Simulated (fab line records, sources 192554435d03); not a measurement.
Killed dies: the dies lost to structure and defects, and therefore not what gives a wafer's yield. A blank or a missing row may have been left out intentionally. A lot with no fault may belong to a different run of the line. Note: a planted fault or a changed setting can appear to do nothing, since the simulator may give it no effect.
fab line records    flow n5-finfet
record: lots: 6  wafers: 18  last-day: 18
route steps=1938 shown WELL_APT@21 BEOL_M4@1111 PASSIVATION@1936
lots untouched by any fault: they come from a run of this same line in which no faults occurred
start-h: hours from the record's first day to the start of the lot's first wafer shown    wait-h: how many hours have passed since the lot's step before this one    " same as the row above    L1.1+2: one row covering several wafers at once    - no value, or no start given    * or withheld: withheld    < > ~ a bound
route shown NAME@n: a module of which the file shows steps, and the number in the route of the first    usual: the fault-free wafers' mean and standard deviation    same: alike in all rows    chamber/n: place in a boat    sites: per-site readings    _std_site: the values' standard deviation    _edge_site: the outer-site mean with the inner-site mean subtracted    radius-mm: how far each site lies from the wafer's centre    mask NAME#n: copy n    behind: the tool/chamber that last shaped the wafer    hold: why the lot went on hold/how many hours it stayed there/how the hold came to an end    device: names the non-switching transistor (n, p or np)    end of line: at the end of the route, the tests of the same wafers    for a step that has no rows: nothing shown but its recipe    killed: not the wafer's yield, but the dies lost to structure and defects at the first sort    map: per-die view of a wafer (x killed, . not killed, _ where there is no die)
set.NAME: the setting as run; set.NAME@STEP: as run at that earlier step    model.NAME: the simulator's own value behind a step, which no gauge read
lots seen at some steps along the route; tables by step, rows by wafer
services: the hour from which a tool's chamber was out of use, counted from the record's first day as start-h (under 0 if before that day), plus the number of hours and why
== steps ==
step: N5_WELL_APT_COAT_02
recipe: spin-rpm: 1357  resist-thk-nm: 950
step: N5_WELL_APT_EBR_04
recipe: solvent: PGMEA  ebr-width-mm: 1.5
step: N5_WELL_APT_SOFTBAKE_03
recipe: temp-c: 130  time-s: 60
step: N5_WELL_APT_EXPOSE_05
recipe: mask-id: NWELL  na: 0.8  source-shape: conventional  sigma-outer: 0.8  polarization: unpolarized  defocus-nm: 0  target-cd-nm: 200  dose-mj: 20.3
step: N5_WELL_APT_PEB_06
recipe: peb-temp-c: 130  peb-time-s: 90
step: N5_WELL_APT_DEVELOP_07
recipe: develop-time-s: 45  rinse-liquid: surfactant-rinse  dry: air-spin  dev-temp-c: 21
step: N5_WELL_APT_HARDBAKE_12
recipe: temp-c: 130  time-s: 120
step: N5_WELL_APT_CD_MEAS_08
recipe: target-cd-nm: 200  landing-energy-ev: 500  detector: se-inlens
usual: cd-nm: 200.7/1.7
lot.wafer  tool       chamber  start-h  wait-h  cd-nm
L107.1     cd-sem-02  0        25.68    -       201.7
L107.2     "          0        "        "       200.3
L107.4     "          0        "        "       199.5
L108.3     cd-sem-03  0        31.56    -       196.6
L108.4     "          0        "        "       197.5
L108.5     "          0        "        "       198.2
L109.1     cd-sem-03  0        37.83    -       201.8
L109.2     "          0        "        "       200.2
L109.4     "          0        "        "       202.1
L123.3     cd-sem-03  0        121.62   -       201.9
L123.4     "          0        "        "       203.1
L123.6     "          0        "        "       201.6
L126.1     cd-sem-03  0        139.84   -       199.8
L126.4     "          0        "        "       200.6
L126.6     "          0        "        "       204.1
L128.1     cd-sem-01  0        151.61   -       200.4
L128.4     "          0        "        "       202.0
L128.6     "          0        "        "       200.5
step: N5_WELL_APT_OVL_MEAS_09
recipe: points-per-wafer: 44
usual: NWELL_OVL: 2/5.1
lot.wafer  tool        chamber  start-h  wait-h  NWELL_OVL[nm]
L107.1     overlay-01  0        25.72    0.0     9
L107.2     "           0        "        "       4
L107.4     "           0        "        "       5
L108.3     overlay-01  0        31.59    0.0     9
L108.4     "           0        "        "       1
L108.5     "           0        "        "       2
L109.1     overlay-01  0        37.86    0.0     4
L109.2     "           0        "        "       6
L109.4     "           0        "        "       -2
L123.3     overlay-01  0        121.64   0.0     5
L123.4     "           0        "        "       -5
L123.6     "           0        "        "       -9
L126.1     overlay-02  0        139.87   0.0     5
L126.4     "           0        "        "       -3
L126.6     "           0        "        "       -1
L128.1     overlay-02  0        151.64   0.0     -1
L128.4     "           0        "        "       5
L128.6     "           0        "        "       11
step: N5_WELL_APT_INSPECT_10
recipe: mode: adi  inspect-instrument: macro
usual: raw-defect-count: 2.0/1.4
lot.wafer  tool               chamber  start-h  wait-h  raw-defect-count
L107.1     defect-inspect-01  -        25.74    0.0     3
L107.2     "                  -        "        "       2
L107.4     "                  -        "        "       1
L108.3     defect-inspect-01  -        31.61    0.0     1
L108.4     "                  -        "        "       2
L108.5     "                  -        "        "       0
L109.1     defect-inspect-01  -        37.89    0.0     1
L109.2     "                  -        "        "       4
L109.4     "                  -        "        "       2
L123.3     defect-inspect-01  -        121.67   0.0     4
L123.4     "                  -        "        "       1
L123.6     "                  -        "        "       4
L126.1     defect-inspect-01  -        139.89   0.0     3
L126.4     "                  -        "        "       3
L126.6     "                  -        "        "       2
L128.1     defect-inspect-01  -        151.66   0.0     2
L128.4     "                  -        "        "       4
L128.6     "                  -        "        "       3
step: N5_WELL_APT_DESCUM_13
recipe: chemistry: O2  time-s: 7.9  source-power-w: 50  bias-power-w: 20  pressure-mtorr: 20  rf-frequency-hz: 2.712e+07  temp-c: 40  o2-flow-sccm: 225
usual: drypump-motor-current-A: 5.7/0.45  oes-product-au: 0.83/0.078  rf-vpp-V: 242.7/1.3  showerhead-plenum-p-Torr: 2.07/0.062  throttle-valve-pct: 20.34/0.16
lot.wafer  tool         chamber  start-h  wait-h  drypump-motor-current-A  oes-product-au  rf-hours-counter-h  rf-vpp-V  showerhead-plenum-p-Torr  throttle-valve-pct
L107.1     rie-diel-02  0        25.90    0.2     5.2                      0.74            138                 244.1     2.08                      20.30
L107.2     "            2        "        "       5.7                      0.70            245                 242.0     2.04                      20.71
L107.4     "            1        "        "       6.1                      0.83            80                  241.0     2.01                      20.30
L108.3     rie-diel-01  1        31.64    0.0     5.0                      0.71            208                 240.6     2.00                      20.73
L108.4     "            2        "        "       5.6                      0.84            62                  244.0     2.13                      20.32
L108.5     "            3        "        "       6.3                      0.85            -                   241.5     2.05                      20.31
L109.1     rie-diel-01  3        37.92    0.0     6.2                      0.84            54                  242.1     2.04                      20.29
L109.2     "            0        "        "       6.2                      0.94            7                   241.8     2.05                      20.24
L109.4     "            1        "        "       5.0                      0.71            210                 241.6     2.00                      20.73
L123.3     rie-diel-01  2        123.03   1.4     5.7                      0.80            104                 243.2     2.12                      20.41
L123.4     "            0        "        "       6.2                      0.85            -                   242.2     2.03                      20.29
L123.6     "            2        "        "       5.6                      0.80            -                   244.4     2.12                      20.40
L126.1     rie-diel-02  3        140.15   0.3     5.9                      0.77            121                 243.5     2.20                      20.11
L126.4     "            3        "        "       5.9                      0.76            -                   244.7     2.20                      20.12
L126.6     "            1        "        "       6.1                      0.77            -                   240.3     2.00                      20.36
L128.1     rie-diel-04  2        151.70   0.0     4.7                      0.91            33                  242.9     2.13                      20.14
L128.4     "            0        "        "       6.1                      0.90            26                  241.4     2.03                      20.16
L128.6     "            1        "        "       5.4                      0.77            -                   242.0     2.01                      20.47
step: N5_WELL_APT_IMPLANT_14
recipe: species: P  energy-kev: 160  dose-cm2: 1.5e+13  tilt-deg: 0  rotation-deg: 0
step: N5_WELL_APT_IMPLANT_15
recipe: species: As  energy-kev: 25  dose-cm2: 1.5e+13  tilt-deg: 0  rotation-deg: 0
usual: beam-energy-keV: 25.000/0.0076
lot.wafer  tool          chamber  start-h  wait-h  beam-energy-keV  model.implant.rp-nm  model.implant.drp-nm
L107.1     implanter-01  0        26.18    0.1     25.002           18.45                8.457
L107.2     "             0        "        "       24.999           18.45                8.457
L107.4     "             0        "        "       25.004           18.45                8.457
L108.3     implanter-02  0        31.98    0.1     24.997           18.68                8.457
L108.4     "             0        "        "       24.995           18.68                8.457
L108.5     "             0        "        "       25.001           18.68                8.457
L109.1     implanter-01  0        38.20    0.1     25.005           18.96                8.457
L109.2     "             0        "        "       25.006           18.96                8.457
L109.4     "             0        "        "       24.998           18.96                8.457
L123.3     implanter-02  0        123.37   0.1     31.417           22.41                9.972
L123.4     "             0        "        "       31.406           22.41                9.972
L123.6     "             0        "        "       31.401           22.41                9.972
L126.1     implanter-02  0        140.43   0.1     31.401           22.12                9.972
L126.4     "             0        "        "       31.391           22.12                9.972
L126.6     "             0        "        "       31.414           22.12                9.972
L128.1     implanter-01  0        151.98   0.1     25.019           18.45                8.457
L128.4     "             0        "        "       25.014           18.45                8.457
L128.6     "             0        "        "       25.006           18.45                8.457
step: N5_WELL_APT_STRIP_16
recipe: chemistry: SPM  time-s: 900  temp-c: 130  h2so4-h2o2-vol-ratio: 4  dry: ipa-marangoni
step: N5_BEOL_M4_RC_MEAS_101
usual: DIBL_N: 36.0/2  DIBL_P: 36.2/2.2  IOFF_N: 0.16/0.034  IOFF_P: 0.21/0.04  ION_N: 675/12  ION_P: 463/7.2  SS_N: 71.6/0.6  SS_P: 73.3/0.67  VT_N: 250/3  VT_P: -251/3.4
lot.wafer  tool       chamber  start-h  wait-h  DIBL_N[mV/V]  DIBL_P[mV/V]  IOFF_N[nA/um]  IOFF_P[nA/um]  ION_N[uA/um]  ION_P[uA/um]  SS_N[mV/dec]  SS_P[mV/dec]  VT_N[mV]  VT_P[mV]
L107.1     prober-02  0        188.48   0.0     37.3          39.8          0.17           0.23           673           459           72.2          74.6          248       -251
L107.2     "          0        "        "       32.4          33.9          0.11           0.15           654           451           70.4          72.4          255       -255
L107.4     "          0        "        "       35.2          36.3          0.13           0.17           666           455           71.1          73.4          255       -253
L108.3     prober-02  0        193.42   0.3     38.2          38.8          0.21           0.26           674           462           72.1          73.4          249       -250
L108.4     "          0        "        "       37.9          37.7          0.18           0.22           664           453           72.9          73.0          251       -252
L108.5     "          0        "        "       39.4          39.9          0.23           0.26           684           467           73.2          73.9          250       -246
L109.1     prober-02  0        198.04   0.0     36.6          36.0          0.16           0.19           676           453           71.6          73.0          251       -252
L109.2     "          0        "        "       38.2          39.2          0.20           0.22           701           466           72.3          73.4          247       -251
L109.4     "          0        "        "       38.3          38.1          0.19           0.21           691           465           72.0          73.6          247       -250
L123.3     prober-01  0        312.86   1.0     36.8          36.9          0.18           0.24           684           468           71.7          73.1          250       -249
L123.4     "          0        "        "       35.8          35.8          0.16           0.22           675           464           71.6          73.1          250       -250
L123.6     "          0        "        "       35.8          35.8          0.15           0.21           674           464           72.2          73.4          252       -249
L126.1     prober-02  0        314.66   0.0     34.8          34.0          0.14           0.18           673           465           70.5          73.1          252       -253
L126.4     "          0        "        "       35.9          34.5          0.14           0.17           661           451           70.8          73.1          249       -254
L126.6     "          0        "        "       32.5          31.0          0.10           0.14           659           456           70.5          72.0          253       -256
L128.1     prober-01  0        316.99   0.0     34.8          34.2          0.13           0.17           674           461           71.5          73.4          254       -253
L128.4     "          0        "        "       34.8          34.1          0.13           0.18           665           458           71.5          73.5          253       -253
L128.6     "          0        "        "       36.5          36.2          0.16           0.20           680           463           71.9          74.2          252       -252
step: N5_PASSIVATION_PROBE_49
usual: defect-limited-yield: 91.5/1.5  killed_at_M0_to_M3: 33/10  killed_at_M4_up: 15/6.4  killed-at-contacts: 12/5.4  killed-at-front-end: 38/9.8  killed-at-other: 4/3.1  killed-dies: 101/18  killed-open: 67/14  killed-short: 33/7.9  sort_bin_5_function: 5.0/1  sort_bin_6_memory: 3.2/0.67  sort-n-pass: 1079/18  sort-yield-pct: 91.5/1.5
same: gross-dies: 1180  killed-at-back-side: 0  sort_bin_4_leakage[%]: 0  sort_bin_8_speed[%]: 0
lot.wafer  tool       chamber  start-h  wait-h  defect-limited-yield[%]  killed_at_M0_to_M3  killed_at_M4_up  killed-at-contacts  killed-at-front-end  killed-at-other  killed-dies  killed-open  killed-short  sort_bin_5_function[%]  sort_bin_6_memory[%]  sort-n-pass  sort-yield-pct[%]
L107.1     prober-02  -        297.96   0.0     90.8                     44                  10               14                  40                   1                109          82           25            5.2                     3.8                   1071         90.8
L107.2     prober-02  -        298.01   0.1     88.2                     33                  14               15                  72                   5                139          84           53            6.5                     4.8                   1041         88.2
L107.4     prober-02  -        298.11   0.2     93.9                     20                  5                6                   38                   3                72           40           31            3.0                     2.7                   1108         93.9
L108.3     prober-01  -        300.88   0.1     91.7                     17                  14               17                  46                   4                98           65           33            4.8                     3.2                   1082         91.7
L108.4     prober-01  -        300.93   0.2     93.7                     7                   10               17                  36                   4                74           54           20            3.8                     2.4                   1106         93.7
L108.5     prober-01  -        300.98   0.2     91.0                     31                  3                22                  48                   2                106          76           30            4.6                     3.9                   1074         91.0
L123.3     prober-02  -        433.57   0.1     88.6                     49                  23               17                  39                   7                135          94           40            6.5                     4.4                   1045         88.6
L123.4     prober-02  -        433.62   0.2     93.1                     32                  9                19                  12                   9                81           56           24            3.3                     3.3                   1099         93.1
L123.6     prober-02  -        433.72   0.3     91.3                     28                  24               17                  29                   5                103          64           35            4.9                     3.6                   1077         91.3
L126.1     prober-01  -        435.37   0.0     93.0                     21                  16               10                  34                   2                83           51           31            4.2                     2.7                   1097         93.0
L126.4     prober-01  -        435.52   0.2     94.2                     22                  14               6                   25                   1                68           43           25            3.4                     2.2                   1112         94.2
L126.6     prober-01  -        435.62   0.3     92.1                     40                  11               5                   32                   5                93           54           36            5.1                     2.6                   1087         92.1
killed by level:class
L107.1 BEOL_M2:geometric-particle:open=14 BEOL_M0_SAQP:geometric-particle:open=12 FIN_SAQP:geometric-particle:open=10 STI_FIN_REVEAL:geometric-particle:open=10 MOL_CONTACT_COAG:geometric-particle:open=8 BEOL_M4:geometric-particle:open=8 BEOL_M0_SAQP:geometric-particle:short=7 MOL_CONTACT_COAG:geometric-particle:short=6
L107.2 FIN_SAQP:geometric-particle:short=21 FIN_SAQP:geometric-particle:open=16 MOL_CONTACT_COAG:geometric-particle:open=11 BEOL_M0_SAQP:geometric-particle:open=11 STI_FIN_REVEAL:geometric-particle:open=10 BEOL_M0_SAQP:geometric-particle:short=10 DUMMY_GATE:geometric-particle:open=8 MOL_CONTACT_COAG:geometric-particle:short=4
L107.4 FIN_SAQP:geometric-particle:short=11 FIN_SAQP:geometric-particle:open=7 BEOL_M0_SAQP:geometric-particle:short=5 STARTING-WAFER:geometric-particle:open=5 MOL_CONTACT_COAG:geometric-particle:open=4 BEOL_M0_SAQP:geometric-particle:open=4 BEOL_M3:geometric-particle:open=4 SDB:geometric-particle:open=3
L108.3 MOL_CONTACT_COAG:geometric-particle:open=15 FIN_SAQP:geometric-particle:open=10 FIN_SAQP:geometric-particle:short=6 BEOL_M0_SAQP:geometric-particle:short=6 BEOL_M4:geometric-particle:open=6 ILD0:geometric-particle:short=5 FIN_CUT:geometric-particle:open=3 STI_FIN_REVEAL:geometric-particle:open=3
L108.4 MOL_CONTACT_COAG:geometric-particle:open=17 STI_FIN_REVEAL:geometric-particle:open=10 GATE_CUT:geometric-particle:short=5 BEOL_M4:geometric-particle:open=5 FIN_SAQP:geometric-particle:open=4 STARTING-WAFER:geometric-particle:short=4 DUMMY_GATE:geometric-particle:open=3 GATE_CUT:geometric-particle:open=3
L108.5 FIN_SAQP:geometric-particle:open=18 MOL_CONTACT_COAG:geometric-particle:open=18 BEOL_M3:geometric-particle:open=12 STI_FIN_REVEAL:geometric-particle:open=8 BEOL_M0_SAQP:geometric-particle:open=8 DUMMY_GATE:geometric-particle:short=4 MOL_CONTACT_COAG:geometric-particle:short=4 BEOL_M1:geometric-particle:short=4
L123.3 MOL_CONTACT_COAG:geometric-particle:open=14 BEOL_M4:geometric-particle:open=11 BEOL_M0_SAQP:geometric-particle:short=10 BEOL_M2:geometric-particle:open=10 BEOL_M0_SAQP:geometric-particle:open=8 BEOL_M3:geometric-particle:open=8 STI_FIN_REVEAL:geometric-particle:open=7 BEOL_M1:geometric-particle:open=6
L123.4 MOL_CONTACT_COAG:geometric-particle:open=17 BEOL_M0_SAQP:geometric-particle:open=12 BEOL_M0_SAQP:geometric-particle:short=4 BEOL_M3:geometric-particle:open=4 FIN_SAQP:geometric-particle:open=3 BEOL_M1:geometric-particle:short=3 BEOL_M5:geometric-particle:short=3 PASS1_DEP:geometric-particle:open=3
L123.6 MOL_CONTACT_COAG:geometric-particle:open=15 BEOL_M4:geometric-particle:open=13 BEOL_M0_SAQP:geometric-particle:short=9 BEOL_M3:geometric-particle:open=8 STI_FIN_REVEAL:geometric-particle:open=5 BEOL_M0_SAQP:geometric-particle:open=5 FIN_SAQP:geometric-particle:short=4 GATE_CUT:geometric-particle:short=4
L126.1 BEOL_M4:geometric-particle:open=10 STI_FIN_REVEAL:geometric-particle:open=8 MOL_CONTACT_COAG:geometric-particle:open=8 FIN_SAQP:geometric-particle:short=5 BEOL_M0_SAQP:geometric-particle:short=4 BEOL_M0:geometric-particle:open=4 BEOL_M2:geometric-particle:open=4 FIN_SAQP:geometric-particle:open=3
L126.4 FIN_SAQP:geometric-particle:short=11 BEOL_M0_SAQP:geometric-particle:open=8 FIN_SAQP:geometric-particle:open=6 MOL_CONTACT_COAG:geometric-particle:open=6 BEOL_M4:geometric-particle:open=5 BEOL_M0_SAQP:geometric-particle:short=5 BEOL_M0:geometric-particle:open=4 BEOL_M2:geometric-particle:open=4
L126.6 BEOL_M0_SAQP:geometric-particle:open=12 FIN_SAQP:geometric-particle:short=9 BEOL_M0_SAQP:geometric-particle:short=9 STI_FIN_REVEAL:geometric-particle:open=7 BEOL_M0:geometric-particle:open=5 FIN_SAQP:geometric-particle:open=4 BEOL_M4:geometric-particle:open=4 GATE_CUT:geometric-particle:short=4
== services ==
tool          chamber  start-h  hours  kind
rie-diel-04   2        10.76    -      clean
rie-diel-04   2        10.76    -      consumable-replace:focus-ring
rie-diel-04   2        10.76    22.0   scheduled-down
rie-diel-04   2        10.76    22.0   vent-cycle
implanter-02  -        15.37    1.3    repair
rie-diel-04   0        32.93    -      clean
rie-diel-04   0        32.93    -      consumable-replace:focus-ring
rie-diel-04   0        32.93    19.4   scheduled-down
rie-diel-02   2        41.32    -      clean
rie-diel-02   2        41.32    -      consumable-replace:focus-ring
rie-diel-02   2        41.32    22.0   scheduled-down
rie-diel-02   2        41.32    22.0   vent-cycle
implanter-01  -        53.07    2.1    repair
rie-diel-04   3        58.26    5.1    repair
rie-diel-01   0        61.42    4.9    repair
rie-diel-02   -        63.20    0.4    repair
implanter-02  -        78.21    3.9    pm
rie-diel-04   2        85.92    7.1    repair
rie-diel-01   0        90.34    2.5    repair
rie-diel-04   -        93.97    28.1   pm
implanter-01  -        105.11   11.3   repair
rie-diel-01   3        123.27   6.5    repair
rie-diel-02   0        128.23   12.0   repair
rie-diel-04   -        131.45   0.3    repair
== key ==
first-sign: step: N5_WELL_APT_IMPLANT_15  reading: beam-energy-keV  direction: up  sigmas: 99+  usual: 25.000  struck: 31.405
effect none on later readings
model-effect: step: N5_WELL_APT_IMPLANT_15  value: implant.rp-nm  without: 18.74  struck: 22.27
met-at N5_WELL_APT_IMPLANT_15
struck-wafers L123.3,L123.4,L123.6,L126.1,L126.4,L126.6
onset-between 31.98 123.37
fault: kind: process-parameter-drift  tool: implanter-02  chamber: -  onset-h: 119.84  steps: N5_WELL_APT_IMPLANT_15  channel: energy-kev  offset: 6.4081  shape: step  end-h: 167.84  acts-in: these-recipes-only  stated: 25
